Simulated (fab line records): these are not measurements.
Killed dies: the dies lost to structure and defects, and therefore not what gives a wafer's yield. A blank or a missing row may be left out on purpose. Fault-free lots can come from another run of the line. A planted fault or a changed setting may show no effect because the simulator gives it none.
A struck lot beside a sound one	flow n5Finfet	14 out of 1938 route steps
Sound: these wafers, L375.1, L375.3, L375.6. Wafers L380.3, L380.4, L380.6 were the ones struck. The cause is given at the end.
Per side, at each step with rows, come the tool, then ch with its chambers, and then its first start. Under that, the readings that differ: sound wafers	struck wafers	difference of the means	sigmas: that difference in standard deviations of wafers without a fault.
alike: readings with means less than 2 such deviations apart, plus words and numbers identical on both sides. not compared: withheld readings, readings lacking a value on some wafer, bounds such as >300 that could conceal the same value, and numbers that have no deviation in the record and whose values overlap.
A row with sigmas, a row that says differs or no value, or rows on one side alone: a step with any of these is where the two part. Non-overlapping numbers with no deviation appear without sigmas and do not part them. Lack of a reading on every wafer of one side parts them only where that side has two or more wafers.

first, 9 steps without rows for these wafers: N5_BEOL_M0_SAQP_STRIP_75 (strips in CF4); N5_BEOL_M0_CUTY_COAT_50 (time 60 s, resist thk 15 nm); N5_BEOL_M0_CUTY_COAT_51 (resist thk 150 nm); N5_BEOL_M0_CUTY_EBR_52; N5_BEOL_M0_CUTY_SOFTBAKE_53 (time 60 s); N5_BEOL_M0_CUTY_EXPOSE_54 (exposes mask M0 ABLK); N5_BEOL_M0_CUTY_PEB_55 (peb time 60 s); N5_BEOL_M0_CUTY_DEVELOP_56 (develop time 30 s); N5_BEOL_M0_CUTY_DESCUM_61 (chemistry O2, time 7.9 s).
N5_BEOL_M0_CUTY_ETCH_62: etches SiARC in CF4, time 58.5 s.
  sound on rieDiel-01 ch 0,1,2, day 6 07:26; struck on rieDiel-02 ch 0,2,3, day 7 12:55
  no value came back on the struck wafers for any of 8 readings (biasW (W), cf4FlowSccm (sccm) and others); on the sound wafers biasW (W) reads 35.87 35.81 36.10
reading	sound	struck	difference	sigmas
model.CAR-ArF-block_of_BEOL_M0_CUTY_COAT_51.thkNm (nm)	119.6 119.4 119.6	143.6 142.8 143	+23.6	
model.SiO2_of_BEOL_M0_SAQP_ALD_48.thkNm (nm)	13 13 13.4	14.2 14.6 14.6	+1.3	
  not compared: rfHoursCounterH
N5_BEOL_M0_CUTY_ETCH_63: etches SOC in N2/H2, target depth 82.7 nm, overetch 16.5 nm, time 124 s.
  sound on rieDiel-01 ch 0,1,2, day 6 07:29; struck on rieDiel-02 ch 0,2,3, day 7 12:58
reading	sound	struck	difference	sigmas
oesProductAu (a.u.)	0.74 0.54 0.58	0.34 0.28 0.27	-0.32	-4
model.SiO2_of_BEOL_M0_SAQP_ALD_48.thkNm (nm)	12.4 12.2 12.6	13.2 13.8 13.8	+1.2	
  alike: biasW, chamberPressureMTorr, drypumpMotorCurrentA, rfVppV, showerheadPlenumPTorr, throttleValvePct
  not compared: rfHoursCounterH
then, 1 step without rows for these wafers: N5_BEOL_M0_CUTY_STRIP_64 (strips in N2/H2).
N5_BEOL_M4_RC_MEAS_101:
  the record has rows for the sound wafers here (prober-01 ch 0, day 8 02:25) and none for the struck ones
-- here the record skips 7 days between the struck wafers' starts before and after, leaving off in module BEOL_M4 and picking up in module PASSIVATION (first step shown: number 1936 of the route) --
N5_PASSIVATION_PROBE_49:
  only the struck wafers here have rows in the record (prober-01, day 14 15:22); the sound ones have none

== WHERE THEY PART ==
Last at N5_PASSIVATION_PROBE_49 as far as this record goes, first at N5_BEOL_M0_CUTY_ETCH_62.

WHY: the cause the simulator had injected
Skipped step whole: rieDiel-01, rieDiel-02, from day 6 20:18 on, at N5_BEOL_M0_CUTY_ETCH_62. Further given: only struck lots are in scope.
